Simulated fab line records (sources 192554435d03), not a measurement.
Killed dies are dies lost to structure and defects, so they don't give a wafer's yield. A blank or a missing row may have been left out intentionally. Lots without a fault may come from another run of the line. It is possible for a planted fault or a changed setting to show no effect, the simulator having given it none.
Split-lot study ; flow n5_finfet ; 21 wafers read across 7 lots, on a route 1938 steps long

== ABOUT THE SPLIT ==
At N5_BEOL_M0_TRENCH_ETCH_107 (etches SiOC in C4F6/O2, target depth 32.8 nm, time 16.4 s), the setting target_depth_a was moved away from the recipe's 328 angstrom on 5 of the 21 wafers read, by -9.1% to +4.7%. All remaining wafers had this setting at the recipe value.

== THE PATH FROM SPLIT TO READING: the file shows 1 step between them ==
- N5_BEOL_M0_STRIP_142: strips in N2/H2, time 10 s

== THE READING ==
trench_depth_nm, in nm, at N5_BEOL_M0_OCD_MEAS_108. On this fab line, fault-free wafers typically give 33.0 nm with a standard deviation of 0.49 nm.

wafer;tool, chamber at the split;target_depth_a as run, angstrom;against the recipe;trench_depth_nm, nm;against lot-mates on the recipe
L075.1;rie_diel-03, 2,0;328;recipe;33.0;-
L075.3;rie_diel-03, 2,0;328;recipe;33.2;-
L075.4;rie_diel-03, 1;328;recipe;33.4;-
L077.1;rie_diel-04, 0;343.4;+4.7%;34.5;+1.7
L077.2;rie_diel-04, 2;343.4;+4.7%;34.7;+1.9
L077.6;rie_diel-04, 2;328;recipe;32.8;-
L083.3;rie_diel-01, 0;328;recipe;33.6;-
L083.4;rie_diel-01, 1;328;recipe;32.9;-
L083.6;rie_diel-01, 2;309.4;-5.7%;31.4;-1.9
L090.1;rie_diel-04, 1;298.2;-9.1%;29.7;-3.8
L090.4;rie_diel-04, 3;328;recipe;33.5;-
L090.5;rie_diel-04, 0;298.2;-9.1%;29.4;-4.1
L091.1;rie_diel-01, 1,3;328;recipe;33.4;-
L091.4;rie_diel-01, 3;328;recipe;33.7;-
L091.5;rie_diel-01, 1,3;328;recipe;33.0;-
L094.3;rie_diel-03, 2;328;recipe;31.9;-
L094.5;rie_diel-03, 2;328;recipe;32.2;-
L094.6;rie_diel-03, 3;328;recipe;32.0;-
L095.2;rie_diel-01, 3;328;recipe;33.3;-
L095.4;rie_diel-01, 1;328;recipe;33.0;-
L095.6;rie_diel-01, 0;328;recipe;32.2;-
Rows listing several chambers each stand for several wafers; the file does not say which wafer went through which chamber.

THE FIT
A straight line over all 21 wafers: trench_depth_nm changes by +0.357 nm for each +1% of target_depth_a; r = +0.92; the points scatter about the line by 0.53 nm.
The same after taking each lot's own level away (the mean of its wafers on the recipe; 21 wafers): +0.41 nm for each +1%; r = +0.98; scatter 0.3 nm.
On that fit, the largest move of target_depth_a shifts the reading by 3.7 nm.
The span of the lots' own levels, 32.03 to 33.50 nm, comes to 3.0 times the standard deviation stated above.
In other words, the slope is changed by the lot-to-lot level; the two fits disagree.
Check: for one of the wafers moved furthest among these (-9.1%), held out of the fit, the line's prediction against its lot-mates is -3.7 nm. It came out at -3.8 nm against them.

== THE OTHER SPLITS THESE WAFERS WENT THROUGH ==
Note: prior to the reading, these wafers also went through further splits. Each is held against what the fit with the lots' levels taken away leaves over:
other split on the same wafers;wafers away from the commonest value;r with trench_depth_nm (lot level and that fit taken away)
N5_BEOL_M0_SAQP_HM_DEP_111 time_s;9;+0.25
N5_BEOL_M0_CUTY_ETCH_63 source_w;7;-0.11

== THE WHOLE CHAIN: every reading that the file lists as answering this split, in the file's order ==
step;what it does;reading;change (the file's fit);r (the file's)
N5_BEOL_M0_TRENCH_ETCH_107;etches SiOC in C4F6/O2, target depth 32.8 nm, time 16.4 s;BEOL_M0.feature_depth_nm (the simulator's own value, which no gauge read);+0.388 nm for each +1% of the setting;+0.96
N5_BEOL_M0_OCD_MEAS_108;;trench_depth_nm;+0.403 nm for each +1% of the setting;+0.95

== FILE'S OWN FIT ==
trench_depth_nm changes by +0.403 nm for each +1% of target_depth_a, r = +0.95.
